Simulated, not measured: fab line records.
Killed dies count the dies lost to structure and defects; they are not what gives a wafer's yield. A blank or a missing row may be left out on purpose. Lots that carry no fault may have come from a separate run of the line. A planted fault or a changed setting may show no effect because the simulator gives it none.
fab line records	flow n5_finfet
record lots=7	wafers=21
route steps=1938 shown BEOL_M13@1662 BEOL_M14@1762 BEOL_M15@1776 MIM_BOT_ETCH@1866
start_h: hours from the record's first day to the start of the lot's first wafer shown	wait_h: time in hours since the lot's previous step	" the same as in the row above	L1.1+2: one row covering several wafers at once	- either no value or no given start	* or withheld: withheld	< > ~ a bound
route shown NAME@n: NAME is a module with steps in the file, n the number in the route of the first one	usual: mean and standard deviation over wafers with no fault	same: alike in all rows	chamber/n: place in a boat	sites: readings site by site	_std_site: how widely they spread, as a standard deviation	_edge_site: outer sites' mean less inner sites'	radius_mm: how far each site lies from the wafer's centre	mask NAME#n: copy n	behind: the last tool/chamber to shape the wafer	hold: why the lot was held/for how many hours/how that ended	device: the n, p or np transistor that did not switch	end of line: the same wafers' tests at the end of the route	step lacking rows: just its recipe	killed: the dies lost at the first sort to structure and to defects; this is not the yield of the wafer	map: dies across one wafer; x = killed, . = not, _ = none there
set.NAME: the setting as run; set.NAME@STEP: as run at that earlier step	model.NAME: the simulator's own value behind a step, which no gauge read
lots with deliberately changed settings; one table per step, one row per wafer
## steps
# step N5_BEOL_M13_COAT_04
# recipe spin_rpm=1625	resist_thk_nm=400
lot.wafer	tool	chamber	start_h	wait_h	set.spin_rpm	model.coat_of_BEOL_M13_COAT_04.thk_nm
L076.1	litho_track-02	0	-	-	1545	410.4
L076.4	"	0	"	"	1625	400
L076.5	"	0	"	"	1625	401.2
L075.2	litho_track-01	0	-	-	1564	406.6
L075.3	"	0	"	"	1625	397.8
L075.4	"	0	"	"	1625	398.4
L078.1+6	litho_track-02	0	-	-	1625	399.4
L078.4	"	0	"	"	1625	399.8
L084.1	litho_track-01	0	-	-	1625	400.6
L084.2	"	0	"	"	1625	400
L084.5	"	0	"	"	1625	399.8
L090.1	litho_track-02	0	-	-	1548	411
L090.2	"	0	"	"	1548	410
L090.4	"	0	"	"	1625	401.4
L094.1	litho_track-01	0	-	-	1625	400.6
L094.3	"	0	"	"	1756	385.4
L094.5	"	0	"	"	1756	386
L095.1	litho_track-03	0	-	-	1753	384
L095.2	"	0	"	"	1625	399
L095.6	"	0	"	"	1753	385.8
# step N5_BEOL_M13_EBR_06
# recipe solvent=PGMEA	ebr_width_mm=1.5
# step N5_BEOL_M13_SOFTBAKE_05
# recipe temp_c=130	time_s=60
# step N5_BEOL_M13_DESCUM_15
# recipe chemistry=O2	time_s=7.9	source_power_w=50	bias_power_w=20	pressure_mtorr=20	rf_frequency_hz=2.712e+07	temp_c=40	o2_flow_sccm=225
# step N5_BEOL_M13_ETCH_59
# recipe chemistry=N2/H2	target=BARC	target_depth_a=890	overetch_a=267	time_s=67.9	ion_energy_ev=200	pressure_mtorr=30	source_w=840	bias_w=150	n2_flow_sccm=200	h2_flow_sccm=200
lot.wafer	tool	chamber	start_h	wait_h	set.spin_rpm@BEOL_M13_COAT_04	model.coat_of_BEOL_M13_COAT_04.thk_nm
L076.1	rie_diel-04	0	260.91	0.0	1545	326.4
L076.4	"	0	"	"	1625	316.2
L076.5	"	2	"	"	1625	318.6
L075.2	rie_diel-02	1	268.99	0.0	1564	326
L075.3	"	3	"	"	1625	315.6
L075.4	"	3	"	"	1625	317
L078.1	rie_diel-06	2	288.04	0.0	1625	320.6
L078.4	"	0	"	"	1625	315.4
L078.6	"	2	"	"	1625	319.8
L084.1	rie_diel-02	1	309.23	0.0	1625	321
L084.2	"	3	"	"	1625	319
L084.5	"	0	"	"	1625	315.8
L090.1	rie_diel-06	0	365.75	0.0	1548	325.2
L090.2	"	2	"	"	1548	330
L090.4	"	3	"	"	1625	319.4
L094.1	rie_diel-02	3	394.09	0.0	1625	319.4
L094.3	"	2	"	"	1756	306.2
L094.5	"	2	"	"	1756	306.4
L095.1	rie_diel-06	2	394.36	0.0	1753	305.6
L095.2	"	1	"	"	1625	317.4
L095.6	"	0	"	"	1753	301.6
# step N5_BEOL_M13_VIA_ETCH_16
# recipe chemistry=C4F8/O2/Ar	target=SiOC	pressure_mtorr=30	source_w=3000	bias_w=700	Ar_flow_sccm=400	C4F8_flow_sccm=15	O2_flow_sccm=8	he_inner_torr=15	he_outer_torr=30	target_depth_a=9217	time_s=withheld	ion_energy_ev=250	ends=cleared
lot.wafer	tool	chamber	start_h	wait_h	set.time_s@BEOL_M13_ILD_DEP_00	model.etch.depth_nm
L076.1	rie_diel-04	0	260.96	0.0	*	828.5
L076.4	"	0	"	"	*	893
L076.5	"	2	"	"	*	887.1
L075.2	rie_diel-02	1	269.05	0.0	*	832.3
L075.3	"	3	"	"	*	823.7
L075.4	"	3	"	"	*	833.4
L078.1	rie_diel-06	2	288.09	0.0	*	811.5
L078.4	"	0	"	"	*	844
L078.6	"	2	"	"	*	834.1
L084.1	rie_diel-02	1	309.28	0.0	*	799.7
L084.2	"	3	"	"	*	841.7
L084.5	"	0	"	"	*	801
L090.1	rie_diel-06	0	365.81	0.0	*	837.3
L090.2	"	2	"	"	*	841.5
L090.4	"	3	"	"	*	837.8
L094.1	rie_diel-02	3	394.14	0.0	*	837
L094.3	"	2	"	"	*	937.1
L094.5	"	2	"	"	*	830.9
L095.1	rie_diel-06	2	394.41	0.0	*	828.9
L095.2	"	1	"	"	*	830
L095.6	"	0	"	"	*	830.8
# step N5_BEOL_M14_SPUTTER_43
# recipe material=TaN	target_thk_a=150	temp_c=50	bias_v=168.6	power_w=15000	chamber_pressure_pa=0.12	time_s=24.19
lot.wafer	tool	chamber	start_h	wait_h	set.power_w	model.TaN_of_BEOL_M14_SPUTTER_43.thk_nm
L076.1	pvd_sputter-02	-	267.93	0.0	13130	12.8
L076.4	"	-	"	"	15000	14.8
L076.5	"	-	"	"	13130	12.6
L075.2+3	pvd_sputter-01	-	277.91	0.0	13560	13.6
L075.4	"	-	"	"	13560	13.4
L078.1+4+6	pvd_sputter-02	-	301.67	0.0	15000	15
L084.1	pvd_sputter-01	-	316.98	0.0	15000	15.2
L084.2	"	-	"	"	16720	16.6
L084.5	"	-	"	"	16720	17.2
L090.1+2+4	pvd_sputter-01	-	376.18	0.0	15000	14.6
L094.1+5	pvd_sputter-03	-	403.11	0.0	15000	14.8
L094.3	"	-	"	"	14110	14
L095.1	pvd_sputter-02	-	403.29	0.0	15000	15
L095.2	"	-	"	"	13440	13.4
L095.6	"	-	"	"	15000	14.8
# step N5_BEOL_M15_COAT_04
# recipe spin_rpm=1704	resist_thk_nm=800
lot.wafer	tool	chamber	start_h	wait_h	set.spin_rpm	model.coat_of_BEOL_M15_COAT_04.thk_nm
L076.1	litho_track-03	0	-	-	1540	840
L076.4	"	0	"	"	1540	840.2
L076.5	"	0	"	"	1704	801.2
L075.2	litho_track-03	0	-	-	1704	799.4
L075.3	"	0	"	"	1704	801.2
L075.4	"	0	"	"	1704	801.6
L078.1	litho_track-02	0	-	-	1704	801.8
L078.4	"	0	"	"	1704	800.6
L078.6	"	0	"	"	1704	798.8
L084.1	litho_track-02	0	-	-	1534	847.4
L084.2	"	0	"	"	1704	801
L084.5	"	0	"	"	1534	845.2
L090.1	litho_track-04	0	-	-	1765	787.2
L090.2	"	0	"	"	1765	788.4
L090.4	"	0	"	"	1704	802
L094.1	litho_track-04	0	-	-	1704	798.2
L094.3	"	0	"	"	1704	800.2
L094.5	"	0	"	"	1521	844
L095.1	litho_track-02	0	-	-	1704	795
L095.2	"	0	"	"	1704	796.2
L095.6	"	0	"	"	1704	797.6
# step N5_BEOL_M15_EXPOSE_07
# recipe mask_id=V14	na=0.8	source_shape=annular	sigma_inner=0.5	sigma_outer=0.8	polarization=unpolarized	attpsm_phase_deg=180	dose_mj=41.25
lot.wafer	tool	chamber	start_h	wait_h	mask	set.dose_mj
L076.1+4+5	krf_scanner-01	0	269.69	-	V14#0	41.25
L075.2+3	krf_scanner-02	0	279.82	-	V14#0	41.25
L075.4	"	0	"	"	V14#0	39.91
L078.1+4+6	krf_scanner-02	0	303.75	-	V14#0	41.25
L084.1+2+5	krf_scanner-01	0	318.61	-	V14#0	41.25
L090.1+2+4	krf_scanner-01	0	378.38	-	V14#0	41.25
L094.1+3+5	krf_scanner-02	0	404.84	-	V14#0	41.25
L095.1+2	krf_scanner-01	0	405.39	-	V14#0	41.25
L095.6	"	0	"	"	V14#0	44.1
# step N5_BEOL_M15_PEB_08
# recipe peb_temp_c=130	peb_time_s=90
# step N5_BEOL_M15_DEVELOP_09
# recipe develop_time_s=45	rinse_liquid=diw	dry=air_spin	dev_temp_c=21
# step N5_BEOL_M15_HARDBAKE_14
# recipe temp_c=130	time_s=120
# step N5_BEOL_M15_CD_MEAS_10
# recipe target_cd_nm=360	landing_energy_ev=500	detector=se_inlens	polarity=opening
# usual cd_nm=359.7/2.2
lot.wafer	tool	chamber	start_h	wait_h	set.dose_mj@BEOL_M15_EXPOSE_07	cd_nm
L076.1	cd_sem-03	0	269.86	-	41.25	358.4
L076.4	"	0	"	"	41.25	354.5
L076.5	"	0	"	"	41.25	357.6
L075.2	cd_sem-01	0	279.98	-	41.25	359.6
L075.3	"	0	"	"	41.25	361.7
L075.4	"	0	"	"	39.91	353.2
L078.1	cd_sem-01	0	303.92	-	41.25	360.6
L078.4	"	0	"	"	41.25	361.9
L078.6	"	0	"	"	41.25	361.6
L084.1	cd_sem-01	0	318.79	-	41.25	354.7
L084.2	"	0	"	"	41.25	357.0
L084.5	"	0	"	"	41.25	355.6
L090.1	cd_sem-02	0	378.55	-	41.25	361.6
L090.2	"	0	"	"	41.25	358.6
L090.4	"	0	"	"	41.25	359.1
L094.1	cd_sem-02	0	405.01	-	41.25	361.5
L094.3	"	0	"	"	41.25	361.9
L094.5	"	0	"	"	41.25	359.6
L095.1	cd_sem-01	0	405.57	-	41.25	356.9
L095.2	"	0	"	"	41.25	356.8
L095.6	"	0	"	"	44.1	366.4
# step N5_BEOL_M15_DESCUM_15
# recipe chemistry=O2	time_s=7.9	source_power_w=50	bias_power_w=20	pressure_mtorr=20	rf_frequency_hz=2.712e+07	temp_c=40	o2_flow_sccm=225
# step N5_BEOL_M15_ETCH_59
# recipe chemistry=N2/H2	target=BARC	target_depth_a=890	overetch_a=267	time_s=67.9	ion_energy_ev=200	pressure_mtorr=30	source_w=840	bias_w=150	n2_flow_sccm=200	h2_flow_sccm=200
# step N5_BEOL_M15_VIA_ETCH_16
# recipe chemistry=C4F8/O2/Ar	target=SiO2	he_inner_torr=15	he_outer_torr=30	target_depth_a=17922	time_s=withheld	ion_energy_ev=800	pressure_mtorr=20	source_w=1905	bias_w=2040	Ar_flow_sccm=400	C4F8_flow_sccm=16	O2_flow_sccm=12	ends=cleared
lot.wafer	tool	chamber	start_h	wait_h	set.spin_rpm@BEOL_M15_COAT_04	model.coat_of_BEOL_M15_COAT_04.thk_nm
L076.1	rie_diel-06	2	270.27	0.0	1540	366.6
L076.4	"	0	"	"	1540	362.8
L076.5	"	1	"	"	1704	316.2
L075.2	rie_diel-02	3	280.16	0.0	1704	323
L075.3	"	1	"	"	1704	339
L075.4	"	2	"	"	1704	327
L078.1	rie_diel-06	3	304.10	0.0	1704	334.8
L078.4	"	1	"	"	1704	336.2
L078.6	"	0	"	"	1704	314.6
L084.1	rie_diel-04	3	318.96	0.0	1534	379.6
L084.2	"	0	"	"	1704	335.6
L084.5	"	3	"	"	1534	367.4
L090.1	rie_diel-02	3	378.72	0.0	1765	308.6
L090.2	"	2	"	"	1765	325.4
L090.4	"	1	"	"	1704	330.6
L094.1	rie_diel-04	3	405.19	0.0	1704	330.4
L094.3	"	2	"	"	1704	332.6
L094.5	"	1	"	"	1521	371.2
L095.1	rie_diel-04	3	405.74	0.0	1704	333.2
L095.2	"	2	"	"	1704	329.4
L095.6	"	2	"	"	1704	324.2
# step N5_MIM_BOT_ETCH_ETCH_04
# recipe chemistry=CF4/O2	target=SiNx	target_depth_a=260	time_s=13	ion_energy_ev=100	pressure_mtorr=40	source_w=535	bias_w=49	Ar_flow_sccm=100	cf4_flow_sccm=100	O2_flow_sccm=10
lot.wafer	tool	chamber	start_h	wait_h	set.time_s	model.etch.depth_nm
L076.1	rie_diel-01	3	279.54	0.0	12.15	24.06
L076.4	"	1	"	"	13	26.35
L076.5	"	3	"	"	12.15	24.16
L075.2	rie_diel-01	1	291.80	0.0	13	26.29
L075.3	"	3	"	"	13	26.11
L075.4	"	2	"	"	13	26.07
L078.1	rie_diel-05	2	313.39	0.0	13	27.09
L078.4	"	0	"	"	13	25.15
L078.6	"	0	"	"	13	24.86
L084.1	rie_diel-05	1	328.16	0.0	13	26.6
L084.2	"	3	"	"	13	25.11
L084.5	"	1	"	"	13	26.72
L090.1	rie_diel-03	2	388.89	0.0	13	25.06
L090.2	"	1	"	"	13	25.15
L090.4	"	0	"	"	10.6	21.35
L094.1	rie_diel-03	2	418.34	0.0	13	24.83
L094.3	"	0	"	"	13	26.55
L094.5	"	1	"	"	15.18	29.27
L095.1	rie_diel-03	3	418.62	0.0	13	27.08
L095.2	"	2	"	"	10.48	20.31
L095.6	"	0	"	"	10.48	21.49
## key
split step=N5_BEOL_M13_COAT_04	setting=spin_rpm	stated=1625	by=wafer
response step=N5_BEOL_M13_COAT_04	reading=model.coat_of_BEOL_M13_COAT_04.thk_nm	change=-1.89	per=1%	r=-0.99
response step=N5_BEOL_M13_ETCH_59	reading=model.coat_of_BEOL_M13_COAT_04.thk_nm	change=-1.78	per=1%	r=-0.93
split step=N5_BEOL_M14_SPUTTER_43	setting=power_w	stated=15000	by=wafer
response step=N5_BEOL_M14_SPUTTER_43	reading=model.TaN_of_BEOL_M14_SPUTTER_43.thk_nm	change=+0.153	per=1%	r=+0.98
split step=N5_BEOL_M15_COAT_04	setting=spin_rpm	stated=1704	by=wafer
response step=N5_BEOL_M15_COAT_04	reading=model.coat_of_BEOL_M15_COAT_04.thk_nm	change=-4.24	per=1%	r=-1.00
response step=N5_BEOL_M15_VIA_ETCH_16	reading=model.coat_of_BEOL_M15_COAT_04.thk_nm	change=-4.12	per=1%	r=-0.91
split step=N5_BEOL_M15_EXPOSE_07	setting=dose_mj	stated=41.25	by=wafer
response step=N5_BEOL_M15_CD_MEAS_10	reading=cd_nm	change=+1.55	per=1%	r=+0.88
split step=N5_MIM_BOT_ETCH_ETCH_04	setting=time_s	stated=13	by=wafer
response step=N5_MIM_BOT_ETCH_ETCH_04	reading=model.etch.depth_nm	change=+0.253	per=1%	r=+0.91
split outside_this_file step=N5_BEOL_M13_ILD_DEP_00 setting=time_s
# split outside_this_file: this setting was split too, and the file shows its column; the key of that split is in another file
